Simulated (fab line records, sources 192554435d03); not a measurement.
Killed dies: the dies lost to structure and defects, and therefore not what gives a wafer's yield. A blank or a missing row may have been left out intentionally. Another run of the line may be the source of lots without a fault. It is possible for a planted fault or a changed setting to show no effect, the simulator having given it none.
Problem report, 8D (eight disciplines) form, completed by code ; flow n5Finfet ; the parts of the form that need people (team, actions taken, sign-off) are left out

== 1. THE ISSUE ==
exposureDoseMJCm2 at N5_BEOL_M0_CUTY_EXPOSE_54 reads a mean of 35.62 on 6 wafers of 2 lots; wafers without a fault read 35.97 with a standard deviation of 0.035. Measured from the usual mean, that is -9.9 standard deviations.
The step: exposes mask M0 ABLK.
The first sign was on wafer L473.4 at day 7 05:07, on arfiScanner-03. Wafers with a number at this step in the record: 27, from 9 lots. The rule behind "out" and "out of limits": a value lying over 4 standard deviations away from the usual mean. Any other wafer with a number is counted as sound.

== 2. WHAT IT IS AND WHAT IT IS NOT ==
question;is;is not
which readings at this step;exposureDoseMJCm2;-
which lots;L473, L475;L468, L469, L480, L482, L487, L488, L489
which wafers of those lots;all that have a number;-
read on which tools;arfiScanner-03;arfiScanner-01, arfiScanner-02
when;from day 7 05:07;"up to then (6 sound wafers); but 15 sound wafers of L480, L482, L487, L488, L489 came after"

== 3. THE SUSPECTS, EACH WITH WHAT RULES IT OUT ==
Counting: a tool stays on the suspect list if, at a process step up to the reading, it processed all lots that are out and no sound lot following the first of them.
- arfiScanner-03 at N5_BEOL_M0_CUTY_EXPOSE_54 (exposes mask M0 ABLK): kept. It processed each lot that is out, first L473 at day 7 05:07, and no sound lot thereafter; up to then, the last sound lot it processed was L469 at day 6 10:50. Its own readings are out on those wafers: exposureDoseMJCm2.
After counting, what remains is arfiScanner-03 at N5_BEOL_M0_CUTY_EXPOSE_54.

== 4. THE CAUSE (what the simulator had put in) ==
Drift in process parameters on arfiScanner-03 at N5_BEOL_M0_CUTY_EXPOSE_54, starting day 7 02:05. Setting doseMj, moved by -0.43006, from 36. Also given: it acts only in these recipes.
Only this tool survived the counting.

== 5. SEQUENCE OF EFFECTS, ordered by route ==
One row per reading whose mean, taken over the struck wafers that have a number, lies over 3 standard deviations from the usual. Only readings for which the record gives a usual standard deviation are gone through. hours: the time from each lot's start at the first step in this table that gives one to its start at this step, as a median over the lots. sigmas: the change in usual standard deviations.
hours;step;reading;usual;on struck wafers;change;sigmas
0;N5_BEOL_M0_CUTY_EXPOSE_54;exposureDoseMJCm2;35.97;35.62;-0.35;-9.9
Process steps it contains:
- N5_BEOL_M0_CUTY_EXPOSE_54: exposes mask M0 ABLK.
Later measuring or inspecting steps at which every struck wafer that the step has a row for has a number for every such reading, and none has moved that far: N5_BEOL_M0_CUTY_CD_MEAS_57, N5_BEOL_M4_RC_MEAS_101.

== 6. HOW IT WOULD HAVE BEEN CAUGHT EARLIER ==
The fault began at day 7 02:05; the first out-of-limits reading in this record came at day 7 05:07, 3 hours later.
